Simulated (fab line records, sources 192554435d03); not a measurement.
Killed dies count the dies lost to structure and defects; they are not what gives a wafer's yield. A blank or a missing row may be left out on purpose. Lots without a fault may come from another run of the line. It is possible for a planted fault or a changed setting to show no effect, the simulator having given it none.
A struck lot beside a sound one / flow n5_finfet / 15 out of 1938 route steps
Sound: these wafers, L327.1, L327.2, L327.3. Struck: wafer L338.3. (L338.2, L338.4 of the same lot were not struck and are left out.) The cause comes at the end.
Order at every step that has rows: each side's tool, ch and its chambers, its first start. Under that, the readings that differ: sound wafers / struck wafers / difference of the means / sigmas: that difference in standard deviations of wafers without a fault.
alike: readings whose means differ by less than 2 such deviations, and words and numbers that are the same on both sides. not compared: withheld readings, readings that some wafer has no value for, bounds like >300 that may hide the same value, and numbers for which the record gives no deviation and whose values overlap.
A row with sigmas, a row that says differs or no value, or rows on one side alone: a step with any of these is where the two part. Numbers that don't overlap but have no deviation are shown without sigmas and don't part them. A reading missing from all wafers of one side parts the sides only when that side holds two or more wafers.

first, 9 steps without rows for these wafers: N5_BEOL_M5_COAT_59 (time 60 s, resist thk 60 nm); N5_BEOL_M5_COAT_60 (time 60 s, resist thk 12 nm); N5_BEOL_M5_COAT_71 (time 60 s, resist thk 5 nm); N5_BEOL_M5_COAT_05 (resist thk 30 nm); N5_BEOL_M5_EBR_07; N5_BEOL_M5_SOFTBAKE_06 (time 60 s); N5_BEOL_M5_EXPOSE_08 (exposes mask M5, target cd 28 nm); N5_BEOL_M5_PEB_09 (peb time 60 s); N5_BEOL_M5_DEVELOP_10 (develop time 30 s).
N5_BEOL_M5_CD_MEAS_11 targets a cd of 27.74 nm.
  sound on cd_sem-03 ch 0, day 8 16:23; struck on cd_sem-03 ch 0, day 12 08:16
  alike: cd_nm
N5_BEOL_M5_OVL_MEAS_12:
  sound on overlay-02 ch 0, day 8 16:25; struck on overlay-02 ch 0, day 12 08:18
reading=M5_OVL (nm); sound=-1.3 -1.6 -0.9; struck=0.5; difference=+1.8; sigmas=+2
N5_BEOL_M5_INSPECT_13: inspects for defects (brightfield).
  struck on defect_inspect-01, day 12 08:21; sound on defect_inspect-01, day 8 16:29
  alike: raw_defect_count
N5_BEOL_M5_DESCUM_16: chemistry O2, time 7 s.
  sound on rie_diel-02 ch 0,2,3, day 8 16:41; struck on rie_diel-02 ch 1, day 12 08:23
reading=model.CAR-EUV_of_BEOL_M5_COAT_05.thk_nm (nm); sound=26 26 26; struck=27.2; difference=+1.2; sigmas=
  alike: drypump_motor_current_A, oes_product_au, rf_vpp_V, showerhead_plenum_p_Torr, throttle_valve_pct
  not compared: rf_hours_counter_h
N5_BEOL_M5_ETCH_72: etches underlayer in N2/H2, target depth 6.5 nm, time 5.2 s.
  sound on rie_diel-02 ch 0,2,3, day 8 16:43; struck on rie_diel-02 ch 1, day 12 08:25
reading=bias_w (W); sound=150.1 149.3 149.0; struck=150.6; difference=+1.1; sigmas=+3
  alike: drypump_motor_current_A, etch_rf_on_time_s, oes_product_au, rf_vpp_V, showerhead_plenum_p_Torr, throttle_valve_pct
  not compared: rf_hours_counter_h
-- a jump in the record: the struck wafers' starts before and after are 4 days apart (it breaks off in module BEOL_M5 and resumes in module PASSIVATION, where the first step shown is number 1936 of the route) --
N5_PASSIVATION_PROBE_49:
  struck on prober-02, day 16 04:37; sound on prober-02, day 12 14:28
  alike: defect_limited_yield, killed_at_M0_to_M3, killed_at_M4_up, killed_at_contacts, killed_at_front_end, killed_at_other, killed_dies, killed_on_rim, killed_open, killed_short, sort_bin_5_function, sort_bin_6_memory, sort_n_pass, sort_yield_pct

## WHERE THEY PART
At N5_BEOL_M5_OVL_MEAS_12 first; at N5_BEOL_M5_ETCH_72 last (within this record only). Later steps at which nothing parts them and some readings are alike: N5_PASSIVATION_PROBE_49.

WHY: the cause the simulator had injected
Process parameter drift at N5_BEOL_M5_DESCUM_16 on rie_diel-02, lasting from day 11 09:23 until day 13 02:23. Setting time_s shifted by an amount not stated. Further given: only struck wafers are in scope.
